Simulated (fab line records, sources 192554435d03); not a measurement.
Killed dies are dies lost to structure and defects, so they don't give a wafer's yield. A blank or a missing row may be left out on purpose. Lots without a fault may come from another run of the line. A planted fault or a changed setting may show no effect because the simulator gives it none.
Chamber matching | flow n5_finfet | N5_BEOL_M8_DESCUM_16 on rie_diel-04: 4 sister chambers
The step chemistry O2, time 7.9 s. 8 wafers are shown with their chamber, then 8 later ones without.

WAFERS WITH THEIR CHAMBER
wafer  | chamber | showerhead_plenum_p_Torr (Torr) | throttle_valve_pct (%)
L081.5 | 2       | 2.05                            | 20.37
L084.1 | 3       | 1.96                            | 20.34
L084.5 | 1       | 2.14                            | 20.61
L084.6 | 0       | 1.96                            | 20.54
L090.2 | 1       | 2.14                            | 20.61
L090.3 | 0       | 1.96                            | 20.54
L090.4 | 2       | 2.04                            | 20.40
L091.1 | 3       | 1.96                            | 20.35

WAFERS WITHOUT THEIR CHAMBER
wafer  | showerhead_plenum_p_Torr (Torr) | throttle_valve_pct (%)
L091.3 | 1.96                            | 20.56
L091.4 | 1.96                            | 20.35
L096.1 | 2.13                            | 20.30
L096.2 | 2.03                            | 20.45
L096.4 | 1.96                            | 20.57
L097.4 | 1.95                            | 20.38
L097.5 | 2.13                            | 20.31
L097.6 | 2.03                            | 20.46

WHICH CHAMBER EACH WENT THROUGH
wafer  | from the rows above | in truth
L091.3 | 0                   | 0
L091.4 | 3                   | 3
L096.1 | 2                   | 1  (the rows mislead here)
L096.2 | 2                   | 2
L096.4 | 0                   | 0
L097.4 | 3                   | 3
L097.5 | 2                   | 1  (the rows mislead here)
L097.6 | 2                   | 2
Placed correctly: 6 of 8. Can't be placed from these rows: 0. Placed wrongly: 2.
How it was worked out, from the rows above alone: a wafer's distance from a chamber is the root of the sum, over the readings, of the square of ((its reading less the chamber's mean) divided by the reading's scatter). The wafer belongs to the nearest chamber; if the next one is less than 2 further off, it can't be placed. A chamber's mean is the mean of its shown wafers. The scatter: the root of (the sum of the squares of (reading less its chamber's mean) over the shown wafers, divided by (wafers less chambers)).
